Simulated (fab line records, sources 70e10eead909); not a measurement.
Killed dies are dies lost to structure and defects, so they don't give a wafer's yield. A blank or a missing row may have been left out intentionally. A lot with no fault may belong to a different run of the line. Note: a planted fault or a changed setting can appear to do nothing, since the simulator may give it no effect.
8D (eight disciplines) problem report, filled in by code || flow nand-harc || the parts of the form that need people (team, actions taken, sign-off) are left out

## 1. THE ISSUE
Wafers with no fault read 1.001 a.u. with a standard deviation of 0.0091, whereas oes-product-au at NHARC_A_DECK1_JOINT_ETCHBACK_07 reads a mean of 1.051 a.u. on 1 wafer of 1 lot. Measured from the usual mean, that is +5.5 standard deviations.
The step: etches the open film in HBr, target depth 105 nm, time 26.9 s.
Seen first at day 19 15:23 on rie-si-01, wafer L108.4. The record has a number at this step for 36 wafers belonging to 12 lots. Rule for "out", or "out of limits": more than 4 standard deviations from the usual mean. The rest of the wafers with a number are treated as sound.

## 2. WHAT IT IS; WHAT IT IS NOT
{"question": "which readings at this step", "is": "oes-product-au", "is not": "drypump-motor-current-A, throttle-valve-pct"}
{"question": "which lots", "is": "L108", "is not": "L100, L110, L987, L988, L989, L990, L992, L993, L994, L998, L999"}
{"question": "which wafers of those lots", "is": "L108.4", "is not": "L108.1, L108.6"}
{"question": "read on which tools", "is": "rie-si-01", "is not": "rie-si-05, rie-si-06"}
{"question": "when", "is": "from day 19 15:23", "is not": "up to then (32 sound wafers); but 3 sound wafers of L110 came after"}

## 3. SUSPECTS, AND WHAT RULES EACH OUT
Counting: any tool at a process step up to the reading remains a suspect provided it ran every lot that is out. Sound lots after the first of them don't rule it out here, since some wafers of a struck lot are sound.
- rie-diel-06 at NHARC_A_CHANNEL_HOLE_D1_ETCH_44 (etches the open film in CF4/O2, target depth 140 nm, overetch 14 nm, time 77 s): kept. The lot that is out, L108, ran on it at day 17 14:02; the last sound lot it ran before that was L999, at day 13 14:15.
- rie-diel-13 at NHARC_A_CHANNEL_FILL_D1_ETCHBACK_20 (etches the open film in C4F8/O2/Ar, target depth 27 nm, time 13.5 s): kept. The lot that is out, L108, ran on it at day 18 15:29; the last sound lot it ran before that was L992, at day 11 15:21.
- rie-si-01 at NHARC_A_DECK1_JOINT_ETCHBACK_07 (etches the open film in HBr, target depth 105 nm, time 26.9 s): kept. The lot that is out, L108, ran on it at day 19 15:23; the last sound lot it ran before that was L994, at day 14 00:41. Its own readings are out on those wafers: oes-product-au.
- rie-diel-06, NHARC_A_CHANNEL_HOLE_D1_ETCH_44: wafers that are out in chamber 1, sound lot-mates in chambers 2, 3.
- At NHARC_A_CHANNEL_FILL_D1_ETCHBACK_20 on rie-diel-13, chamber 3 took the sound wafers of the same lots and chamber 1 took the wafers that are out.
- rie-si-01, NHARC_A_DECK1_JOINT_ETCHBACK_07: wafers that are out in chamber 0, sound lot-mates in chambers 1, 2.
Still standing after the count: rie-diel-06 at NHARC_A_CHANNEL_HOLE_D1_ETCH_44, rie-diel-13 at NHARC_A_CHANNEL_FILL_D1_ETCHBACK_20, rie-si-01 at NHARC_A_DECK1_JOINT_ETCHBACK_07.

## 4. THE CAUSE (what the simulator had put in)
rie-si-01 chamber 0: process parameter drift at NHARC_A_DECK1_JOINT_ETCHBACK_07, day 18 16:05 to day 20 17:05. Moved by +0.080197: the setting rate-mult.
Of the 3 suspects that counting leaves, this tool is one.

## 5. THE CHAIN OF EFFECTS, in route order
One row per reading whose mean, taken over the struck wafers that have a number, lies over 3 standard deviations from the usual. Readings are gone through only where the record gives a usual standard deviation; hours: the median, over the lots, of the time from a lot's start at the first step in this table giving one to that lot's start at this step; sigmas: the change measured in usual standard deviations.
{"hours": 0, "step": "NHARC_A_DECK1_JOINT_ETCHBACK_07", "reading": "oes-product-au", "usual": "1.001 a.u.", "on struck wafers": 1.051, "change": "+0.050", "sigmas": "+5.5"}
Here are the process steps it includes:
- NHARC_A_DECK1_JOINT_ETCHBACK_07: etches the open film in HBr, target depth 105 nm, time 26.9 s.

## 6. WHAT WOULD HAVE CAUGHT IT SOONER
In this record the first reading out of limits was taken at day 19 15:23, 23 hours after the fault began at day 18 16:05.
